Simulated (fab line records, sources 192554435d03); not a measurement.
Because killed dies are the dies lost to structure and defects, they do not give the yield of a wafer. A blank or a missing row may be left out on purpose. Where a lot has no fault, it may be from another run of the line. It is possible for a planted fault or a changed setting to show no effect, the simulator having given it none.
Split-lot study :: flow n5_finfet :: 21 wafers read from 7 lots, route of 1938 steps

== THE SPLIT ==
At N5_BEOL_M10_PEB_26 (peb time 60 s), the setting peb_time_s was moved away from the recipe's 60 s on 9 of the 21 wafers read, by -21.6% to +8.9%. All remaining wafers had this setting at the recipe value.

== FROM SPLIT TO READING: 1 step shown by the file between the two ==
- N5_BEOL_M10_DEVELOP_27: develop time 30 s

== THE READING ==
Shown in nm: cd_nm at N5_BEOL_M10_CD_MEAS_28, with target cd 70 nm. Fault-free wafers of this fab line usually give 69.8 nm, standard deviation 0.91 nm.

wafer: L079.1
tool, chamber at the split: litho_track-02, 0
peb_time_s as run, s: 60
against the recipe: recipe
cd_nm, nm: 68.5
against lot-mates on the recipe: -

wafer: L079.3
tool, chamber at the split: litho_track-02, 0
peb_time_s as run, s: 60
against the recipe: recipe
cd_nm, nm: 68.2
against lot-mates on the recipe: -

wafer: L079.6
tool, chamber at the split: litho_track-02, 0
peb_time_s as run, s: 60
against the recipe: recipe
cd_nm, nm: 69.2
against lot-mates on the recipe: -

wafer: L082.3
tool, chamber at the split: litho_track-05, 0
peb_time_s as run, s: 53.45
against the recipe: -10.9%
cd_nm, nm: 64.8
against lot-mates on the recipe: -5.0

wafer: L082.4
tool, chamber at the split: litho_track-05, 0
peb_time_s as run, s: 53.45
against the recipe: -10.9%
cd_nm, nm: 59.8
against lot-mates on the recipe: -10.0

wafer: L082.5
tool, chamber at the split: litho_track-05, 0
peb_time_s as run, s: 60
against the recipe: recipe
cd_nm, nm: 69.8
against lot-mates on the recipe: -

wafer: L080.1
tool, chamber at the split: litho_track-02, 0
peb_time_s as run, s: 65.32
against the recipe: +8.9%
cd_nm, nm: 76.4
against lot-mates on the recipe: +6.8

wafer: L080.2
tool, chamber at the split: litho_track-02, 0
peb_time_s as run, s: 65.32
against the recipe: +8.9%
cd_nm, nm: 73.1
against lot-mates on the recipe: +3.5

wafer: L080.4
tool, chamber at the split: litho_track-02, 0
peb_time_s as run, s: 60
against the recipe: recipe
cd_nm, nm: 69.6
against lot-mates on the recipe: -

wafer: L083.2
tool, chamber at the split: litho_track-03, 0
peb_time_s as run, s: 60
against the recipe: recipe
cd_nm, nm: 69.9
against lot-mates on the recipe: -

wafer: L083.3
tool, chamber at the split: litho_track-03, 0
peb_time_s as run, s: 60
against the recipe: recipe
cd_nm, nm: 68.9
against lot-mates on the recipe: -

wafer: L083.6
tool, chamber at the split: litho_track-03, 0
peb_time_s as run, s: 60
against the recipe: recipe
cd_nm, nm: 69.7
against lot-mates on the recipe: -

wafer: L092.1
tool, chamber at the split: litho_track-05, 0
peb_time_s as run, s: 50.99
against the recipe: -15.0%
cd_nm, nm: 61.4
against lot-mates on the recipe: -8.6

wafer: L092.5
tool, chamber at the split: litho_track-05, 0
peb_time_s as run, s: 60
against the recipe: recipe
cd_nm, nm: 70.0
against lot-mates on the recipe: -

wafer: L092.6
tool, chamber at the split: litho_track-05, 0
peb_time_s as run, s: 50.99
against the recipe: -15.0%
cd_nm, nm: 59.7
against lot-mates on the recipe: -10.3

wafer: L090.3
tool, chamber at the split: litho_track-05, 0
peb_time_s as run, s: 60
against the recipe: recipe
cd_nm, nm: 72.0
against lot-mates on the recipe: -

wafer: L090.5
tool, chamber at the split: litho_track-05, 0
peb_time_s as run, s: 47.05
against the recipe: -21.6%
cd_nm, nm: 60.3
against lot-mates on the recipe: -11.2

wafer: L090.6
tool, chamber at the split: litho_track-05, 0
peb_time_s as run, s: 60
against the recipe: recipe
cd_nm, nm: 70.9
against lot-mates on the recipe: -

wafer: L096.2
tool, chamber at the split: litho_track-05, 0
peb_time_s as run, s: 47.16
against the recipe: -21.4%
cd_nm, nm: 54.0
against lot-mates on the recipe: -15.7

wafer: L096.3
tool, chamber at the split: litho_track-05, 0
peb_time_s as run, s: 47.16
against the recipe: -21.4%
cd_nm, nm: 57.4
against lot-mates on the recipe: -12.3

wafer: L096.6
tool, chamber at the split: litho_track-05, 0
peb_time_s as run, s: 60
against the recipe: recipe
cd_nm, nm: 69.7
against lot-mates on the recipe: -

FIT RESULTS
A straight line over all 21 wafers: cd_nm changes by +0.591 nm for each +1% of peb_time_s; r = +0.96; the points scatter about the line by 1.7 nm.
The same after taking each lot's own level away (the mean of its wafers on the recipe; 21 wafers): +0.614 nm for each +1%; r = +0.98; scatter 1.3 nm.
On that fit, the largest move of peb_time_s shifts the reading by 13 nm.
The lots' own levels span 68.63 to 71.45 nm, that is 3.1 times the standard deviation above.
Consequently the slope shifts little with the lot-to-lot level, the two slopes agreeing.
Check: -13.9 nm against its lot-mates is what the line predicts for one of the wafers moved furthest among these (-21.6%) when that wafer is left out of the fit. Against them it came out at -11.2 nm.

== THE OTHER SPLITS THESE WAFERS WENT THROUGH ==
Before the reading, these wafers also passed through other splits. Each is held against what the fit with the lots' levels taken away leaves over:
other split on the same wafers: N5_BEOL_M8_TRENCH_ETCH_37 time_s
wafers away from the commonest value: 7
r with cd_nm (lot level and that fit taken away): -0.29

other split on the same wafers: N5_BEOL_M10_EXPOSE_08 dose_mj
wafers away from the commonest value: 6
r with cd_nm (lot level and that fit taken away): +0.34

== FILE'S OWN FIT ==
cd_nm changes by +0.6 nm for each +1% of peb_time_s, r = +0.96.
